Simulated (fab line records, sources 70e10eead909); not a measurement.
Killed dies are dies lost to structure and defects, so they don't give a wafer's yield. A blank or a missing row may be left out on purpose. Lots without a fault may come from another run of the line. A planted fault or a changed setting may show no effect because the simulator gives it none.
Which tool did it? | flow nand_harc | 6 lots, 18 wafers sampled, at 2 steps of a route of 1302

WHAT THE GAUGES READ, wafer by wafer
NHARC_A_ONON_D1_THK_MEAS_30: measures by ellipsometry.
lot  | measured     | on            | thk_nm (nm)
L590 | day 9 11:31  | film_metro-01 | 987 989 988
L594 | day 10 19:04 | film_metro-02 | 1551 996 1552
L596 | day 11 17:55 | film_metro-01 | 1560 1006 1560
L603 | day 15 00:57 | film_metro-01 | 1007 1007 1005
L607 | day 16 15:19 | film_metro-01 | 998 996 997
L608 | day 16 15:31 | film_metro-01 | 1013 1013 1015

WHICH TOOL RAN EACH LOT (tool, then ch and the chambers of the sampled wafers, then the start)
lot  | NHARC_A_ONON_D1_DEP_28
L590 | pecvd_onon-04 ch 0, day 9 11:01
L594 | pecvd_onon-04 ch 0, day 10 18:33
L596 | pecvd_onon-04 ch 0, day 11 17:24
L603 | pecvd_onon-01 ch 0, day 15 00:26
L607 | pecvd_onon-01 ch 0, day 16 14:51
L608 | pecvd_onon-04 ch 0, day 16 15:00
- NHARC_A_ONON_D1_DEP_28: target thk 1000 nm.

THE ANSWER, worked out from the rows above alone
Rule: what is usual is taken from the lots themselves. Put in order of their means at a reading, lots are off if they are a third of the lots or fewer, leave a main group of 4 or more, and stand apart from it by a gap of 3 or more times the standard deviation of the main group's means; of several such gaps the widest counts. A main group whose means are all the same, to the digits that the tables above print for the reading, isn't used. A lot without any number at a reading at which 4 lots or more have one is off too. The other lots that the step has rows for count as sound.
Off: L594, L596, at NHARC_A_ONON_D1_THK_MEAS_30 (thk_nm). The main group: mean 1001 nm, standard deviation 9.7.
A tool fits if, at a process step before that reading, it ran every lot that is off, and no sound lot after the first of them. The gauges at NHARC_A_ONON_D1_THK_MEAS_30 are tried like those tools. None of those tried fits.

WHAT THE SIMULATOR HAD PUT IN
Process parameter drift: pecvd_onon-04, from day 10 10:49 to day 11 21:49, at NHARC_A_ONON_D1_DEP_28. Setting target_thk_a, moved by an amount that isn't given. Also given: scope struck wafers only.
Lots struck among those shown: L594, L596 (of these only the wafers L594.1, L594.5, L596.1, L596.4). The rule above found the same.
